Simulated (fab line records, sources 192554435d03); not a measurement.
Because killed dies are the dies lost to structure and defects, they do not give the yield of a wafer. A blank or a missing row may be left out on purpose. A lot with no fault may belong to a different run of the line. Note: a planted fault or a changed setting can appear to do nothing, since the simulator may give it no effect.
A lot that was struck, set against a sound lot | flow n5-finfet | 24 out of 1938 route steps
Sound: these wafers, L352.4, L352.5, L352.6. Wafers L366.2, L366.5, L366.6 were the ones struck. The cause is given at the end.
At each step with rows: each side's tool, then ch and its chambers, then its first start. Under that, the readings that differ: sound wafers | struck wafers | difference of the means | sigmas: that difference in standard deviations of wafers without a fault.
alike: readings whose means differ by less than 2 such deviations, and words and numbers that are the same on both sides. not compared: withheld readings, readings that some wafer has no value for, bounds like >300 that may hide the same value, and numbers for which the record gives no deviation and whose values overlap.
Wherever a step has rows on one side only, a row that says differs or no value, or a row with sigmas, the two part there. Numbers that don't overlap but have no deviation are shown without sigmas and don't part them. A reading missing from all wafers of one side parts the sides only when that side holds two or more wafers.

first, 10 steps without rows for these wafers: N5_BEOL_M11_DESCUM_33 (chemistry O2, time 7.9 s); N5_BEOL_M11_ETCH_65 (etches SiARC in CF4, target depth 39 nm, time 65 s); N5_BEOL_M11_ETCH_66 (etches SOC in N2/H2, target depth 120 nm, overetch 24 nm, time 180 s); N5_BEOL_M11_STRIP_69 (strips in N2/H2); N5_BEOL_M11_VIA_ETCH_34 (etches SiCOH lowk in C4F6/O2, target depth 184.5 nm, time 69.2 s); N5_BEOL_M11_STRIP_73 (strips in C4F6/O2); N5_BEOL_M11_STRIP_36 (strips in N2/H2); N5_BEOL_M11_TRENCH_ETCH_37 (etches SiCOH lowk in C4F6/O2, target depth 148.83 nm, time 48 s); N5_BEOL_M11_ETCH_41 (etches SiCN in CH3F/O2, target depth 42.6 nm, time 86 s); N5_BEOL_M11_STRIP_77 (strips in N2/H2, time 10 s).
N5_BEOL_M11_HM_STRIP_39: strips TiN in peroxide tin strip, target depth 25 nm, time 158 s.
  sound on wet-bench-02 ch 1,2,7, day 10 16:18; struck on wet-bench-04 ch 1,3,5, day 13 14:48
  no value came back on the struck wafers for bath-guard-temp-C (C), bath-heat-duty-pct (%), temp-c (C), time-s (s); on the sound wafers bath-guard-temp-C (C) reads 50.1 49.8 50.4
  reading                                     | sound | struck         | difference | sigmas
  model.TiN_of_BEOL_M11_HM_DEP_02.thk-nm (nm) | 0 0 0 | 15.6 15.6 15.8 | +15.7      |
then, 1 step without rows for these wafers: N5_BEOL_M11_SRD_40 (time 30 s).
N5_BEOL_M11_PRECLEAN_42: cleans in residue remover, time 60 s.
  sound on wet-bench-02 ch 1,2,7, day 10 16:22; struck on wet-bench-04 ch 1,3,5, day 13 14:52
  reading                                     | sound | struck      | difference | sigmas
  model.TiN_of_BEOL_M11_HM_DEP_02.thk-nm (nm) | 0 0 0 | 4.6 4.6 4.8 | +4.7       |
  alike: temp-c
then, 10 steps without rows for these wafers: N5_BEOL_M11_SRD_43 (time 30 s); N5_BEOL_M11_CURE_72 (cures SiCOH lowk, time 120 s); N5_BEOL_M11_DEGAS_44 (time 60 s); N5_BEOL_M11_PRE_CLEAN_45 (time 30 s); N5_BEOL_M11_ALD_74 (deposits TaN, target thk 2 nm, pulse time 2 s, purge time 3 s); N5_BEOL_M11_SURFACE_TREAT_76; N5_BEOL_M11_CVD_75 (deposits Co from CCTBA/H2, target thk 2 nm, time 138.9 s); N5_BEOL_M11_SPUTTER_48 (material Cu, target thk 12 nm, time 2 s); N5_BEOL_M11_ECD_50 (material Cu, target thk 318 nm); N5_BEOL_M11_ANNEAL_51 (time 90 s).
N5_BEOL_M11_CMP_52: polishes, stops on SiCOH lowk, t overpolish 7 s, target thk 140 nm.
  sound on cmp-01 ch 0,1, day 10 18:06; struck on cmp-01 ch 0,1,2, day 13 18:38
  reading                      | sound          | struck         | difference | sigmas
  barrier-field-endpoint-s (s) | 29.2 29.7 30.0 | 34.9 35.1 35.5 | +5.5       | +8
  alike: motor-current-A

WHERE THEY PART
Earliest at N5_BEOL_M11_HM_STRIP_39; latest, in this record, at N5_BEOL_M11_CMP_52.

WHY: the cause the simulator had injected
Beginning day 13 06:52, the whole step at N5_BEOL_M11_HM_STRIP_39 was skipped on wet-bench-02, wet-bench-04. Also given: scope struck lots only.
